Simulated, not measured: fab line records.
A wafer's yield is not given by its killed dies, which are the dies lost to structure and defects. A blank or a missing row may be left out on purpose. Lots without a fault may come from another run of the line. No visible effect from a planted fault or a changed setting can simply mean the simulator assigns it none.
A struck lot beside a sound one :: flow n5 finfet :: 36 out of 1938 route steps
Sound: the wafers L899.1, L899.3, L899.6. Struck: wafers L886.1, L886.4, L886.5. The cause comes at the end.
At each step with rows: each side's tool, then ch and its chambers, then its first start. Under that, the readings that differ: sound wafers :: struck wafers :: difference of the means :: sigmas: that difference in standard deviations of wafers without a fault.
alike: a reading whose means differ by less than 2 such deviations, as well as words and numbers matching on both sides. not compared: withheld readings; readings where some wafer has no value; bounds like >300 that might hide an equal value; numbers whose values overlap and for which the record gives no deviation.
The two part at a step that has a row with sigmas, a row that says differs or no value, or rows on one side only. Non-overlapping numbers with no deviation appear without sigmas and do not part them. A reading missing from all wafers of one side parts the sides only when that side holds two or more wafers.

first, 9 steps without rows for these wafers: N5_BEOL_M4_ANNEAL_95 (time 240 s); N5_BEOL_M4_SPUTTER_96 (material Cu, target thk 4.5 nm, time 8.29 s); N5_BEOL_M4_ECD_50 (material Cu, target thk 300 nm); N5_BEOL_M4_ANNEAL_51 (time 90 s); N5_BEOL_M4_CMP_52 (polishes, stops on SiOC, t overpolish 6.8 s, target thk 40 nm); N5_BEOL_M4_PRE_CLEAN_60 (time 15 s); N5_BEOL_M4_CO_CAP_55 (material Co, precursor CCTBA/H2, target thk 2 nm, time 102.1 s); N5_BEOL_M4_PRE_CLEAN_56 (time 15 s); N5_BEOL_M4_DEP_57 (deposits SiCN from 3MS/NH3, target thk 8 nm, time 14 s).
N5_BEOL_M4_RC_MEAS_101:
  sound on prober-02 ch 0, day 13 03:35; struck on prober-02 ch 0, day 10 06:32
  alike: DIBL_N, DIBL_P, IOFF_N, IOFF_P, ION_N, ION_P, SS_N, SS_P, VT_N, VT_P
then, 24 steps without rows for these wafers: N5_BEOL_M5_ILD_DEP_00 (deposits SiCOH lowk from DEMS/porogen, target thk 140.64 nm, time 25.9 s); N5_BEOL_M5_CURE_79 (cures SiCOH lowk, time 240 s); N5_BEOL_M5_PECVD_70 (deposits SiO2 from TEOS/O2, target thk 16 nm, time 18 s); N5_BEOL_M5_HM_DEP_02 (deposits TiN, target thk 20 nm); N5_BEOL_M5_COAT_59 (time 60 s, resist thk 60 nm); N5_BEOL_M5_COAT_60 (time 60 s, resist thk 12 nm); N5_BEOL_M5_COAT_71 (time 60 s, resist thk 5 nm); N5_BEOL_M5_COAT_05 (resist thk 30 nm); N5_BEOL_M5_EBR_07; N5_BEOL_M5_SOFTBAKE_06 (time 60 s); N5_BEOL_M5_EXPOSE_08 (exposes mask M5, target cd 28 nm); N5_BEOL_M5_PEB_09 (peb time 60 s); N5_BEOL_M5_DEVELOP_10 (develop time 30 s); N5_BEOL_M5_DESCUM_16 (chemistry O2, time 7 s); N5_BEOL_M5_ETCH_72 (etches underlayer in N2/H2, target depth 6.5 nm, time 5.2 s); N5_BEOL_M5_ETCH_61 (etches SiARC in CF4, target depth 15.6 nm, time 26 s); N5_BEOL_M5_ETCH_62 (etches SOC in N2/H2, target depth 75 nm, overetch 15 nm, time 112.5 s); N5_BEOL_M5_STRIP_63 (strips in N2/H2); N5_BEOL_M5_STRIP_73 (strips in N2/H2); N5_BEOL_M5_STRIP_64 (strips in CF4); N5_BEOL_M5_HM_OPEN_17 (chemistry Cl2/BCl3, target TiN, target depth 20 nm, overetch 6 nm); N5_BEOL_M5_STRIP_19 (strips in O2); N5_BEOL_M5_COAT_65 (time 60 s, resist thk 60 nm); N5_BEOL_M5_COAT_66 (time 60 s, resist thk 12 nm).
-- a jump in the record: the struck wafers' starts before and after are 3 days apart (it breaks off in module BEOL_M5 and resumes in module BEOL_M12, where the first step shown is number 1656 of the route) --
N5_BEOL_M12_DEP_53: deposits SiCN from 3MS/NH3, target thk 30 nm, time 10.5 s.
  sound on pecvd-01 ch 0,2, day 16 08:09; struck on pecvd-02 ch 0,2, day 13 01:55
  no value came back on the struck wafers for chamber pressure Torr (Torr), rf fwd power W (W), showerhead plenum p Torr (Torr), throttle valve pct (%); on the sound wafers chamber pressure Torr (Torr) reads 3.002 3.007 3.007
N5_PASSIVATION_PROBE_49:
  rows exist in the record for the struck wafers here (prober-02, day 14 13:22), but not for the sound ones

## WHERE THEY PART
At N5_BEOL_M12_DEP_53 first; at N5_PASSIVATION_PROBE_49 last (within this record only).

WHY: what the simulator had put in
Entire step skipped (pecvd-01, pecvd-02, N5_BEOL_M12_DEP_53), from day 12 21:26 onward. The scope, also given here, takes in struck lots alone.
